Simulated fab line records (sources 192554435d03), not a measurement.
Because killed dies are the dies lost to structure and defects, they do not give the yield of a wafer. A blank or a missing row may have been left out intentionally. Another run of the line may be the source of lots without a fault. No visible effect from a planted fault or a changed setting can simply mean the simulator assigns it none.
Problem report, 8D (eight disciplines) form, completed by code + flow n5 finfet + the parts of the form that need people (team, actions taken, sign-off) are left out

## 1. PROBLEM STATEMENT
M9_ILD_THK at N5_BEOL_M9_THK_MEAS_01 reads a mean of 228 nm on 2 wafers of 1 lot; wafers without a fault read 268 nm with a standard deviation of 3. Relative to the usual mean, that is a shift of -13 standard deviations.
First seen on wafer L445.3, day 16 10:41, on film metro-01. Wafers with a number at this step in the record: 33, from 11 lots. The rule behind "out" and "out of limits": a value lying over 4 standard deviations away from the usual mean. The other wafers with a number count as sound.

## 2. WHAT IT IS, AND WHAT IT ISN'T
| question                    | is                | is not                                                                          |
|-----------------------------|-------------------|---------------------------------------------------------------------------------|
| which readings at this step | M9_ILD_THK        | -                                                                               |
| which lots                  | L445              | L428, L429, L431, L432, L433, L435, L438, L444, L446, L447                      |
| which wafers of those lots  | L445.3, L445.4    | L445.5                                                                          |
| read on which gauges        | film metro-01     | film metro-02                                                                   |
| when                        | from day 16 10:41 | up to then (22 sound wafers); but 9 sound wafers of L444, L446, L447 came after |

## 3. SUSPECTS, AND WHAT RULES EACH OUT
Counting: a tool at a process step up to the reading stays a suspect if it ran every lot that is out. Sound lots after the first of them don't rule it out here, since some wafers of a struck lot are sound.
- the gauge at N5_BEOL_M9_THK_MEAS_01: ruled out. All the wafers that are out were read on film metro-01, but those of them that N5_BEOL_M9_ILD_DEP_00 has rows for are out there too, on other tools.
- rtp anneal-02 at N5_BEOL_M8_ANNEAL_51 (time 90 s): kept. It processed L445, the lot that is out, at day 16 09:23, and its most recent sound lot before then was L435 at day 15 06:35.
- pecvd-02 at N5_BEOL_M9_ILD_DEP_00 (deposits SiCOH lowk from DEMS/porogen, target thk 308.51 nm, time 58 s): kept. It processed L445, the lot that is out, at day 16 10:05, and its most recent sound lot before then was L435 at day 15 07:17. Its own readings are out on those wafers: run length s.
- Within pecvd-02 at N5_BEOL_M9_ILD_DEP_00: the wafers that are out ran in chamber 0; their sound lot-mates ran in chamber 2.
Remaining after the count are rtp anneal-02 at N5_BEOL_M8_ANNEAL_51 and pecvd-02 at N5_BEOL_M9_ILD_DEP_00.

## 4. THE CAUSE (what the simulator had put in)
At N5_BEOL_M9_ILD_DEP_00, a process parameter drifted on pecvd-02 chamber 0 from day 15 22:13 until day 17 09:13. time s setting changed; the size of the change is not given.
This tool is one of the 2 suspects left after counting.

## 5. THE EFFECT CHAIN, in route order
Rows list readings where the struck wafers' mean (over those with a number) sits beyond 3 standard deviations from the usual. Readings are gone through only where the record gives a usual standard deviation; hours: the median, over the lots, of the time from a lot's start at the first step in this table giving one to that lot's start at this step; sigmas: the change measured in usual standard deviations.
| hours | step                   | reading      | usual   | on struck wafers | change | sigmas |
|-------|------------------------|--------------|---------|------------------|--------|--------|
| 0     | N5_BEOL_M9_ILD_DEP_00  | run length s | 101.0 s | 92.7             | -8.3   | -20    |
| 1     | N5_BEOL_M9_THK_MEAS_01 | M9_ILD_THK   | 268 nm  | 228              | -40    | -13    |
It contains these process steps:
- N5_BEOL_M9_ILD_DEP_00: deposits SiCOH lowk from DEMS/porogen, target thk 308.51 nm, time 58 s.
At these later measuring or inspecting steps, every struck wafer for which the step has a row has a number for every such reading, and none has moved that far: N5_BEOL_M9_CD_MEAS_11.

## 6. HOW IT WOULD HAVE BEEN CAUGHT EARLIER
12 hours passed between the start of the fault at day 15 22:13 and the first reading out of limits at a measuring or inspecting step in this record, taken at day 16 10:41.
The tool's own readings at N5_BEOL_M9_ILD_DEP_00 were out on every struck wafer that the step has a row for (run length s): an alarm limit on them would have fired on the first of those.
Lots out: 1; all had begun N5_BEOL_M9_ILD_DEP_00 on pecvd-02 by day 16 10:41. Had the tool been put on hold then, not one of them would have been saved.
